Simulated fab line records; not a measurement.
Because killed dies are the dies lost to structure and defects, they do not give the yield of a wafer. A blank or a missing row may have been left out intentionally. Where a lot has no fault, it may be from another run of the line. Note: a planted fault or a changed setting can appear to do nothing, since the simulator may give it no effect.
A lot that was struck, set against a sound lot :: flow nand harc :: 12 steps out of a route of 1302
Sound: wafers L570.3, L570.4, L570.5. Struck: wafers L572.3, L572.6 (left out: L572.2, a lot-mate that was not struck); the cause follows at the end.
For every step that has rows: the tool of each side, followed by ch and its chambers, followed by its first start. Under that, the readings that differ: sound wafers :: struck wafers :: difference of the means :: sigmas: that difference in standard deviations of wafers without a fault.
alike: a reading whose means differ by less than 2 such deviations, as well as words and numbers matching on both sides. not compared: withheld readings; readings where some wafer has no value; bounds like >300 that might hide an equal value; numbers whose values overlap and for which the record gives no deviation.
A row with sigmas, a row that says differs or no value, or rows on one side alone: a step with any of these is where the two part. Non-overlapping numbers with no deviation appear without sigmas and do not part them. A reading that every wafer of one side lacks parts them only if that side has two wafers or more.

first, 1 step without rows for these wafers: NHARC_A_SLIT_SRD_20.
NHARC_A_SLIT_CD_MEAS_21:
  struck on cd sem-02, day 24 11:12; sound on cd sem-01, day 23 22:33
reading: cd nm (nm)
sound: 290.0 289.9 288.9
struck: 287.8 288.1
difference: -1.6
sigmas: -2
then, 3 steps without rows for these wafers: NHARC_A_SIN_REMOVE_WET_00 (chemistry H3PO4, time 15300 s); NHARC_A_SIN_REMOVE_PRECLEAN_01 (cleans in SC1); NHARC_A_SIN_REMOVE_SRD_02.
NHARC_A_SIN_REMOVE_INSPECT_04:
  struck on defect inspect-01, day 24 17:59; sound on defect inspect-01, day 24 05:12
  alike: raw defect count
NHARC_A_WL_FILL_ALD_00: deposits Al2O3, target thk 3 nm, pulse time 3 s, ald cycles 30.
  sound on ald hk-03 ch 0,1,3, day 24 05:16; struck on ald hk-04 ch 1,3, day 24 18:02
  alike: heater power w, precursor pulse height rel
NHARC_A_WL_FILL_RTA_01: time 5 s.
  sound on rtp anneal-02 ch 0, day 24 05:35; struck on rtp anneal-02 ch 0, day 24 18:20
  alike: lamp power pct, lamp_zone_2_pct, wafer_temp_C_max
NHARC_A_WL_FILL_ALD_02: deposits TiN, target thk 2 nm, pulse time 3 s, ald cycles 100.
  sound on ald metal-03 ch 2,3, day 24 05:44; struck on ald metal-01 ch 1, day 24 18:32
  alike: heater power w, precursor pulse height rel
NHARC_A_WL_FILL_CVD_03: deposits W, target thk 40 nm, time 279 s.
  sound on cvd w-02 ch 0,1, day 24 06:21; struck on cvd w-02 ch 0, day 24 18:58
  alike: heater power w, throttle valve pct
NHARC_A_WL_FILL_ETCHBACK_04: etches the open film in NF3, target depth 60 nm, time 120 s.
  sound on rie metal-03 ch 0,1, day 24 06:41; struck on rie metal-03 ch 1, day 24 19:20
reading: run length s (s)
sound: 140.8 140.8 140.7
struck: 145.4 145.8
difference: +4.8
sigmas: +10
  alike: drypump motor current A, oes product au
  not compared: rf hours counter h
NHARC_A_WL_FILL_ETCHBACK_05: etches the open film in Cl2/BCl3, target depth 22 nm, time 60 s.
  sound on rie metal-03 ch 0,1, day 24 06:53; struck on rie metal-03 ch 0, day 24 19:35
  alike: drypump motor current A, oes product au, run length s
  not compared: rf hours counter h

## WHERE THEY PART
First at NHARC_A_SLIT_CD_MEAS_21; last, within this record, at NHARC_A_WL_FILL_ETCHBACK_04. Later steps at which nothing parts them and some readings are alike: NHARC_A_WL_FILL_ETCHBACK_05.

WHY: what had been put in by the simulator
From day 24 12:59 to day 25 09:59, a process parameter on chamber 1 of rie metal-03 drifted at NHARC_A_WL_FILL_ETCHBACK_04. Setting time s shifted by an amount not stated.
